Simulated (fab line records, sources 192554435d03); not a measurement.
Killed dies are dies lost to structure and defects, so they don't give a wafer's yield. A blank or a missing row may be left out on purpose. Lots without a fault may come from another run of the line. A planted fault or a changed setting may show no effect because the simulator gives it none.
Which tool did it? | flow n5_finfet | 9 lots, 24 wafers sampled, at 3 steps of a route of 1938

WHAT THE GAUGES READ, wafer by wafer
N5_BEOL_M4_OCD_MEAS_38.
lot  | measured     | on     | trench_depth_nm (nm)
L246 | day 7 21:11  | ocd-01 | 53.3 53.3
L248 | day 8 14:10  | ocd-01 | 57.4 57.4 54.8
L249 | day 8 18:35  | ocd-02 | 54.8 55.7 56.9
L251 | day 9 08:19  | ocd-01 | 56.8 56.7 54.8
L250 | day 9 08:20  | ocd-02 | 57.6 55.1 57.7
L253 | day 9 23:37  | ocd-01 | 55.0 56.1 56.2
L257 | day 10 16:25 | ocd-02 | 55.0 54.6 56.0
L264 | day 13 05:13 | ocd-02 | 74.8 73.1
L265 | day 13 09:03 | ocd-01 | 72.2 56.3

WHICH TOOL RAN EACH LOT (tool, then ch and the chambers of the sampled wafers, then the start)
lot  | N5_BEOL_M4_STRIP_36                | N5_BEOL_M4_TRENCH_ETCH_37
L246 | rie_diel-06 ch 2, day 7 20:59      | rie_diel-06 ch 2, day 7 21:02
L248 | rie_diel-04 ch 1,2,3, day 8 13:58  | rie_diel-04 ch 1,2,3, day 8 14:00
L249 | rie_diel-04 ch 2,3, day 8 18:24    | rie_diel-04 ch 2,3, day 8 18:26
L251 | rie_diel-04 ch 1,2,3, day 9 08:07  | rie_diel-04 ch 1,2,3, day 9 08:09
L250 | rie_diel-03 ch 1,3, day 9 08:09    | rie_diel-03 ch 1,3, day 9 08:11
L253 | rie_diel-06 ch 1,3, day 9 23:26    | rie_diel-06 ch 1,3, day 9 23:28
L257 | rie_diel-06 ch 0,1,3, day 10 16:13 | rie_diel-06 ch 0,1,3, day 10 16:15
L264 | rie_diel-04 ch 0,2, day 13 05:01   | rie_diel-04 ch 0,2, day 13 05:04
L265 | rie_diel-04 ch 0,3, day 13 08:52   | rie_diel-04 ch 0,3, day 13 08:54
- N5_BEOL_M4_STRIP_36: strips in N2/H2.
- N5_BEOL_M4_TRENCH_ETCH_37: etches SiOC in C4F6/O2, target depth 55.555 nm, time 29.2 s.

THE ANSWER, worked out from the rows above alone
Rule: what is usual is taken from the lots themselves. Put in order of their means at a reading, lots are off if they are a third of the lots or fewer, leave a main group of 4 or more, and stand apart from it by a gap of 3 or more times the standard deviation of the main group's means; of several such gaps the widest counts. A main group whose means are all the same, to the digits that the tables above print for the reading, isn't used. A lot without any number at a reading at which 4 lots or more have one is off too. The other lots that the step has rows for count as sound.
Off: L264, L265, at N5_BEOL_M4_OCD_MEAS_38 (trench_depth_nm). The main group: mean 55.6 nm, standard deviation 1.1.
A tool fits if, at a process step before that reading, it ran every lot that is off, and no sound lot after the first of them. The gauges at N5_BEOL_M4_OCD_MEAS_38 are tried like those tools. One fits: rie_diel-04 at N5_BEOL_M4_STRIP_36 and N5_BEOL_M4_TRENCH_ETCH_37. At N5_BEOL_M4_STRIP_36 its last sound lot is L251 (day 9 08:07), its first lot that is off L264 (day 13 05:01): a fault that began between those two fits.

WHAT THE SIMULATOR HAD PUT IN
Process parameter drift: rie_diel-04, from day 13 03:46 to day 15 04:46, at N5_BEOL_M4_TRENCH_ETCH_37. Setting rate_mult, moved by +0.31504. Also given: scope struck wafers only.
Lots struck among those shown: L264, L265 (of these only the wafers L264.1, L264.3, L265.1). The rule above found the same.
